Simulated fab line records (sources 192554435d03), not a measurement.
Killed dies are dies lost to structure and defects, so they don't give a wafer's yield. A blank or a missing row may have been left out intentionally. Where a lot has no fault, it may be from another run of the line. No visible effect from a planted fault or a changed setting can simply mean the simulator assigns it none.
Chamber matching | flow n5-finfet | N5_FIN_SAQP_SPACER1_ALD_24 on ald-sin-02 has 4 sister chambers
The step deposits SiO2, target thk 20.3 nm, pulse time 1 s, purge time 2 s. 7 wafers are shown with their chamber, then 9 later ones without.

## WAFERS PAIRED WITH THEIR CHAMBERS
wafer  | chamber | heater-power-w (W) | precursor-pulse-height-rel
L083.1 | 3       | 386                | 1.008
L084.5 | 1       | 542                | 0.999
L086.1 | 1       | 526                | 0.995
L086.5 | 0       | 442                | 0.984
L089.3 | 0       | 446                | 0.977
L089.4 | 2       | 422                | 0.986
L089.6 | 2       | 428                | 1.027

## WAFERS WITH NO CHAMBER GIVEN
wafer  | heater-power-w (W) | precursor-pulse-height-rel
L090.1 | 441                | 1.014
L090.2 | 430                | 0.995
L090.3 | 406                | 0.992
L090.4 | 533                | 1.015
L090.5 | 522                | 0.999
L090.6 | 414                | 1.034
L091.2 | 527                | 1.018
L091.3 | 442                | 1.011
L091.5 | 425                | 0.988

## WHICH CHAMBER EACH WENT THROUGH
wafer  | from the rows above     | in truth
L090.1 | can't be placed: 0 or 2 | 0
L090.2 | can't be placed: 2 or 0 | 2
L090.3 | can't be placed: 2 or 3 | 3
L090.4 | 1                       | 1
L090.5 | 1                       | 1
L090.6 | can't be placed: 2 or 3 | 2
L091.2 | 1                       | 1
L091.3 | can't be placed: 0 or 2 | 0
L091.5 | can't be placed: 2 or 0 | 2
3 of 9 placed correctly. Cannot be placed on the basis of these rows: 6; the candidates contain the true chamber in 6. Number placed wrongly: 0.
How it was worked out, from the rows above alone: a wafer's distance from a chamber is the root of the sum, over the readings, of the square of ((its reading less the chamber's mean) divided by the reading's scatter). If the next closest chamber is less than 2 further off than the closest, the wafer can't be placed; otherwise it belongs to the closest. For every chamber, the mean is computed from those of its wafers that are shown. How the scatter is found: for the shown wafers, subtract from each reading the mean of its chamber, square and add these, divide the total by (wafers less chambers), then take the root.
